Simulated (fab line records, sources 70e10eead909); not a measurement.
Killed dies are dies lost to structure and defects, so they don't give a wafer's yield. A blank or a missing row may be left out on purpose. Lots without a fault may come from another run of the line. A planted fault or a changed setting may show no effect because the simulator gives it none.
A struck lot beside a sound one | flow nand_harc | 13 steps out of a route of 1302
Sound: wafers L931.4, L931.5, L931.6. Struck: wafers L935.2, L935.5. (L935.1 of the same lot was not struck and is left out.) The cause comes at the end.
At each step with rows: each side's tool, then ch and its chambers, then its first start. Under that, the readings that differ: sound wafers | struck wafers | difference of the means | sigmas: that difference in standard deviations of wafers without a fault.
alike: readings whose means differ by less than 2 such deviations, and words and numbers that are the same on both sides. not compared: withheld readings, readings that some wafer has no value for, bounds like >300 that may hide the same value, and numbers for which the record gives no deviation and whose values overlap.
The two part at a step that has a row with sigmas, a row that says differs or no value, or rows on one side only. Numbers that don't overlap but have no deviation are shown without sigmas and don't part them. A reading that every wafer of one side lacks parts them only if that side has two wafers or more.

first, 4 steps without rows for these wafers: NHARC_A_STAIRCASE_EXPOSE_247 (exposes mask SDS 1); NHARC_A_STAIRCASE_PEB_248 (peb time 130 s); NHARC_A_STAIRCASE_DEVELOP_249 (time 140 s); NHARC_A_STAIRCASE_HARDBAKE_251 (time 140 s).
NHARC_A_STAIRCASE_DESCUM_252: chemistry O2, time 3 s.
  sound on rie_diel-08 ch 0,1,2, day 20 10:50; struck on rie_diel-08 ch 0,3, day 22 05:44
  alike: drypump_motor_current_A, mfc_ar_sccm, oes_product_au, rf_vpp_V, showerhead_plenum_p_Torr, throttle_valve_pct
  not compared: rf_hours_counter_h
NHARC_A_STAIRCASE_ETCH_253: etches the open film in C4F8/O2, target depth 50 nm, time 20.2 s.
  sound on rie_diel-08 ch 0,1, day 20 10:54; struck on rie_diel-08 ch 2,3, day 22 05:48
  alike: oes_product_au, rf_vpp_V
  not compared: rf_hours_counter_h
NHARC_A_STAIRCASE_STRIP_254: strips in O2.
  sound on plasma_asher-01 ch 0,1, day 20 11:08; struck on plasma_asher-02 ch 0, day 22 05:53
  alike: drypump_motor_current_A, heater_power_w
  not compared: rf_hours_counter_h
then, 3 steps without rows for these wafers: NHARC_A_STAIRCASE_STRIP_255 (strips in SPM, time 900 s); NHARC_A_STAIRCASE_PRECLEAN_256 (cleans in SC1); NHARC_A_STAIRCASE_SRD_257.
NHARC_A_STAIRCASE_HM_DEP_456: deposits aC, target thk 3100 nm.
  sound on acl_dep-03 ch 0, day 20 14:49; struck on acl_dep-03 ch 0, day 22 07:56
  alike: throttle_valve_pct
NHARC_A_STAIRCASE_DEP_259: deposits SiON, target thk 30 nm.
  sound on pecvd-02 ch 0,1,2, day 20 15:51; struck on pecvd-02 ch 0, day 22 09:47
  reading              | sound             | struck      | difference | sigmas
  rf_fwd_power_W (W)   | 350.6 349.2 348.8 | 488.1 488.0 | +138.5     | +99 or more
  showerhead_vpp_V (V) | 1217 1130 1263    | 1341 1340   | +137       | +3
  alike: chamber_pressure_Torr, heater_power_w
then, 1 step without rows for these wafers: NHARC_A_STAIRCASE_DEHYDRATE_260 (time 120 s).

WHERE THEY PART
Only at NHARC_A_STAIRCASE_DEP_259, within this record.

WHY: what the simulator had put in
Process parameter drift: pecvd-02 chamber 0, from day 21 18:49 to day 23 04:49, at NHARC_A_STAIRCASE_DEP_259. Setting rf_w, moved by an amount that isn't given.
